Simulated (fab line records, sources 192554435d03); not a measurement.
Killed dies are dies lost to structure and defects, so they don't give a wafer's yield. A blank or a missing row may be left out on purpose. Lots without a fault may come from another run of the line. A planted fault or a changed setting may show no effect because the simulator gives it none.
Which tool did it? | flow n5_finfet | 11 lots, 33 wafers sampled, at 4 steps of a route of 1938

WHAT THE GAUGES READ, wafer by wafer
N5_BEOL_M14_THK_MEAS_50: measures by xrf.
lot  | measured     | on            | M14_THK (nm)
L201 | day 12 00:43 | film_metro-01 | 565 576 539
L202 | day 11 22:15 | film_metro-01 | 546 546 553
L203 | day 12 06:41 | film_metro-01 | 557 547 547
L208 | day 13 04:57 | film_metro-01 | 547 540 548
L212 | day 14 09:42 | film_metro-01 | 538 539 556
L219 | day 15 12:11 | film_metro-01 | 550 556 558
L220 | day 16 14:23 | film_metro-02 | 546 552 544
L221 | day 16 23:36 | film_metro-01 | 522 559 542
L222 | day 17 02:08 | film_metro-01 | 564 549 567
L223 | day 17 11:22 | film_metro-01 | 562 526 554
L224 | day 17 15:29 | film_metro-02 | 554 549 544

WHICH TOOL RAN EACH LOT (tool, then ch and the chambers of the sampled wafers, then the start)
lot  | N5_BEOL_M14_TRENCH_ETCH_34         | N5_BEOL_M14_STRIP_37               | N5_BEOL_M14_SPUTTER_43
L201 | rie_diel-02 ch 0,1,3, day 11 19:10 | rie_diel-03 ch 0,1,3, day 11 22:47 | pvd_sputter-01, day 11 23:39
L202 | rie_diel-04 ch 0,1,2, day 11 19:19 | rie_diel-02 ch 0,1,2, day 11 20:35 | pvd_sputter-01, day 11 21:11
L203 | rie_diel-04 ch 1,2, day 12 02:04   | rie_diel-03 ch 2,3, day 12 05:08   | pvd_sputter-03, day 12 05:37
L208 | rie_diel-04 ch 1,2, day 12 23:26   | rie_diel-04 ch 0,3, day 13 03:06   | pvd_sputter-01, day 13 03:53
L212 | rie_diel-03 ch 0,3, day 14 06:43   | rie_diel-03 ch 0,1,2, day 14 08:07 | pvd_sputter-01, day 14 08:39
L219 | rie_diel-04 ch 1,2,3, day 15 09:58 | rie_diel-03 ch 0,2,3, day 15 10:23 | pvd_sputter-02, day 15 11:07
L220 | rie_diel-04 ch 0,2,3, day 16 04:41 | rie_diel-04 ch 1,2,3, day 16 12:20 | pvd_sputter-03, day 16 13:17
L221 | rie_diel-03 ch 0,2,3, day 16 21:57 | rie_diel-04 ch 0,1,3, day 16 22:08 | pvd_sputter-01, day 16 22:32
L222 | rie_diel-02 ch 1,2, day 16 23:13   | rie_diel-02 ch 0,1, day 17 00:24   | pvd_sputter-01, day 17 01:05
L223 | rie_diel-03 ch 0,2,3, day 17 04:23 | rie_diel-02 ch 0,1, day 17 09:11   | pvd_sputter-01, day 17 09:44
L224 | rie_diel-04 ch 2,3, day 17 13:10   | rie_diel-02 ch 1,2,3, day 17 14:00 | pvd_sputter-01, day 17 14:25
- N5_BEOL_M14_TRENCH_ETCH_34: etches SiO2 in C4F8/O2/Ar, target depth 556.65 nm, time 126.9 s.
- N5_BEOL_M14_STRIP_37: strips in O2.
- N5_BEOL_M14_SPUTTER_43: material TaN, target thk 15 nm, time 24.19 s.

THE ANSWER, worked out from the rows above alone
Rule: what is usual is taken from the lots themselves. Put in order of their means at a reading, lots are off if they are a third of the lots or fewer, leave a main group of 4 or more, and stand apart from it by a gap of 3 or more times the standard deviation of the main group's means; of several such gaps the widest counts. A main group whose means are all the same, to the digits that the tables above print for the reading, isn't used. A lot without any number at a reading at which 4 lots or more have one is off too. The other lots that the step has rows for count as sound.
No lot is off at any reading shown: from this, nothing can be told.

WHAT THE SIMULATOR HAD PUT IN
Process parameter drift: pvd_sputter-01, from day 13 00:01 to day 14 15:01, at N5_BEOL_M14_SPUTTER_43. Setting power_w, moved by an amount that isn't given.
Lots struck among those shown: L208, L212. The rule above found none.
